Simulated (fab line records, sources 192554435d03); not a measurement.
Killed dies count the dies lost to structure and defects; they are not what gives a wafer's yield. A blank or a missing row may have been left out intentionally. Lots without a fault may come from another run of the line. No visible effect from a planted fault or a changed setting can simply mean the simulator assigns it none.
Comparing a struck lot with a sound one	flow n5 finfet	27 steps out of a route of 1938
Sound: these wafers, L173.1, L173.2, L173.5. The struck wafers were L180.2, L180.3, L180.5. Last of all comes the cause.
At each step with rows: each side's tool, then ch and its chambers, then its first start. Under that, the readings that differ: sound wafers	struck wafers	difference of the means	sigmas: that difference in standard deviations of wafers without a fault.
alike: a reading whose means differ by less than 2 such deviations, as well as words and numbers matching on both sides. not compared: withheld readings; readings where some wafer has no value; bounds like >300 that might hide an equal value; numbers whose values overlap and for which the record gives no deviation.
The two part at a step that has a row with sigmas, a row that says differs or no value, or rows on one side only. Numbers that have no deviation but don't overlap get no sigmas and don't part them. A reading that every wafer of one side lacks parts them only if that side has two wafers or more.

first, 11 steps without rows for these wafers: N5_BEOL_M1_STRIP_65 (strips in N2/H2); N5_BEOL_M1_STRIP_75 (strips in N2/H2); N5_BEOL_M1_STRIP_66 (strips in CF4); N5_BEOL_M1_HM_OPEN_17 (chemistry Cl2/BCl3, target TiN, target depth 20 nm, overetch 6 nm); N5_BEOL_M1_STRIP_19 (strips in O2); N5_BEOL_M1_COAT_67 (time 60 s, resist thk 60 nm); N5_BEOL_M1_COAT_68 (time 60 s, resist thk 12 nm); N5_BEOL_M1_COAT_76 (time 60 s, resist thk 5 nm); N5_BEOL_M1_COAT_22 (resist thk 30 nm); N5_BEOL_M1_EBR_24; N5_BEOL_M1_SOFTBAKE_23 (time 60 s).
N5_BEOL_M1_EXPOSE_25: exposes mask V0, defocus 5 nm, target cd 24 nm.
  sound on euv scanner-01 ch 0, day 8 05:03; struck on euv scanner-01 ch 0, day 10 00:57
reading	sound	struck	difference	sigmas
exposure dose mJ cm2	62.93 62.90 62.88	67.52 67.70 67.73	+4.75	+63
  alike: mask, reticle temp C
then, 2 steps without rows for these wafers: N5_BEOL_M1_PEB_26 (peb time 60 s); N5_BEOL_M1_DEVELOP_27 (develop time 30 s).
N5_BEOL_M1_CD_MEAS_28: target cd y 23.3 nm.
  sound on cd sem-03 ch 0, day 8 05:11; struck on cd sem-01 ch 0, day 10 01:05
reading	sound	struck	difference	sigmas
cd nm (nm)	23.90 23.78 23.85	25.73 25.73 25.59	+1.84	+8
then, 8 steps without rows for these wafers: N5_BEOL_M1_DESCUM_33 (chemistry O2, time 7 s); N5_BEOL_M1_ETCH_77 (etches underlayer in N2/H2, target depth 6.5 nm, time 5.2 s); N5_BEOL_M1_ETCH_69 (etches SiARC in CF4, target depth 15.6 nm, time 26 s); N5_BEOL_M1_ALD_98 (deposits SiO2, target thk 2.5 nm, pulse time 1 s, co reactant pulse time 1 s); N5_BEOL_M1_ETCHBACK_99 (etches SiO2 in CHF3, target depth 5 nm, time 10.4 s); N5_BEOL_M1_ETCH_70 (etches SOC in N2/H2, target depth 80 nm, overetch 16 nm, time 120 s); N5_BEOL_M1_STRIP_71 (strips in N2/H2); N5_BEOL_M1_STRIP_78 (strips in N2/H2).
N5_BEOL_M1_VIA_ETCH_34: etches the open film in C4F6/O2, target depth 67.8 nm, time 64.4 s.
  sound on rie diel-06 ch 0,2,3, day 8 09:28; struck on rie diel-02 ch 0,1,3, day 10 05:52
reading	sound	struck	difference	sigmas
model.BEOL_M1.cd nm (nm)	18 17.6 18	20 19.6 19.6	+2	
  alike: drypump motor current A, oes product au, rf vpp V, showerhead plenum p Torr, throttle valve pct
  not compared: rf hours counter h
then, 1 step without rows for these wafers: N5_BEOL_M1_STRIP_83 (strips in C4F6/O2).
N5_BEOL_M4_RC_MEAS_101:
  sound on prober-01 ch 0, day 9 21:19; struck on prober-02 ch 0, day 11 15:35
reading	sound	struck	difference	sigmas
ION_P (uA/um)	476 474 476	453 454 458	-20	-2
  alike: DIBL_N, DIBL_P, IOFF_N, IOFF_P, ION_N, SS_N, SS_P, VT_N, VT_P
-- record jumps: 4 days separate the struck wafers' starts on either side; left off in module BEOL_M4, taken up again in module PASSIVATION, whose first shown step is the route's number 1936 --
N5_PASSIVATION_PROBE_49:
  sound on prober-02 at day 14 06:58; struck on prober-02 at day 15 16:23
  alike: defect limited yield, killed_at_M0_to_M3, killed_at_M4_up, killed at contacts, killed at front end, killed at other, killed dies, killed open, killed short, sort_bin_5_function, sort_bin_6_memory, sort n pass, sort yield pct

## WHERE THEY PART
At N5_BEOL_M1_EXPOSE_25 first; at N5_BEOL_M4_RC_MEAS_101 last (within this record only). Later steps at which nothing parts them and some readings are alike: N5_PASSIVATION_PROBE_49.

WHY: the cause the simulator had injected
Process parameters drifting: euv scanner-01 at N5_BEOL_M1_EXPOSE_25, beginning at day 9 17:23. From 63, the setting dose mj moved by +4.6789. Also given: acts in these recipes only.
